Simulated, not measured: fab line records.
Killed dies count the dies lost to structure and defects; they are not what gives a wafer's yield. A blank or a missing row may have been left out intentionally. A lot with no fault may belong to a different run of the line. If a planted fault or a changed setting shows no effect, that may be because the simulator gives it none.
The tool behind it: which one? | flow nand-harc | 18 wafers from 6 lots sampled at 5 of the route's 1302 steps

== WHAT EACH GAUGE READ, for each wafer ==
NHARC_END_SORT_01.
lot  | measured     | on        | killed-at-array
L171 | day 30 19:30 | prober-02 | 672 667 669
L173 | day 31 04:32 | prober-02 | 674 672 672

== WHICH TOOL RAN EACH LOT (tool, then ch and the chambers of the sampled wafers, then the start) ==
lot  | NHARC_A_STAIRCASE_TRIM_191                    | NHARC_A_STAIRCASE_ETCH_192                    | NHARC_A_STAIRCASE_ETCH_194         | NHARC_A_STAIRCASE_ETCH_201
L160 | rie-diel-04 ch 0,1,3, day 17 10:07 or earlier | rie-diel-04 ch 0,1,2, day 17 10:07 or earlier | rie-diel-04 ch 0,2,3, day 17 10:07 | rie-diel-08 ch 1,2,3, no start
L164 | rie-diel-13 ch 1,3, day 19 09:07 or earlier   | rie-diel-13 ch 0,3, day 19 09:07 or earlier   | rie-diel-13 ch 1,3, day 19 09:07   | rie-diel-04 ch 0,2, no start
L166 | rie-diel-08 ch 1,3, day 20 18:29 or earlier   | rie-diel-08 ch 1,3, day 20 18:29 or earlier   | rie-diel-08 ch 0,3, day 20 18:29   | rie-diel-08 ch 0,3, no start
L171 | rie-diel-13 ch 1,2,3, day 22 07:34 or earlier | rie-diel-13 ch 0,2,3, day 22 07:34 or earlier | rie-diel-13 ch 2,3, day 22 07:34   | rie-diel-13 ch 0,2,3, day 30 19:30 or earlier
L173 | rie-diel-08 ch 0,1,2, day 22 16:43 or earlier | rie-diel-08 ch 0,1,3, day 22 16:43 or earlier | rie-diel-08 ch 0,2,3, day 22 16:43 | rie-diel-08 ch 1,2,3, day 31 04:32 or earlier
L179 | rie-diel-13 ch 1,3, day 25 16:08 or earlier   | rie-diel-13 ch 1,2, day 25 16:08 or earlier   | rie-diel-13 ch 1,2,3, day 25 16:08 | rie-diel-04 ch 1,2, no start
- NHARC_A_STAIRCASE_TRIM_191: chemistry O2, time 211.2 s.
- NHARC_A_STAIRCASE_ETCH_192: etches the open film in C4F8/O2, target depth 100 nm, time 40.5 s.
- NHARC_A_STAIRCASE_ETCH_194: etches the open film in C4F8/O2, target depth 100 nm, time 40.5 s.
- NHARC_A_STAIRCASE_ETCH_201: etches the open film in C4F8/O2, target depth 100 nm, time 40.5 s.

== THE ANSWER, worked out from the rows above alone ==
Rule: the lots themselves supply what counts as usual. Put in order of their means at a reading, lots are off if they are a third of the lots or fewer, leave a main group of 4 or more, and stand apart from it by a gap of 3 or more times the standard deviation of the main group's means; of several such gaps the widest counts. The tables above print the reading to a certain number of digits; a main group whose means all agree to those digits is not used. A lot without any number at a reading at which 4 lots or more have one is off too. Where the step has rows for the other lots, those lots are counted as sound.
Nothing can be told from this: no lot is off at any reading shown.

== WHAT THE SIMULATOR HAD PUT IN ==
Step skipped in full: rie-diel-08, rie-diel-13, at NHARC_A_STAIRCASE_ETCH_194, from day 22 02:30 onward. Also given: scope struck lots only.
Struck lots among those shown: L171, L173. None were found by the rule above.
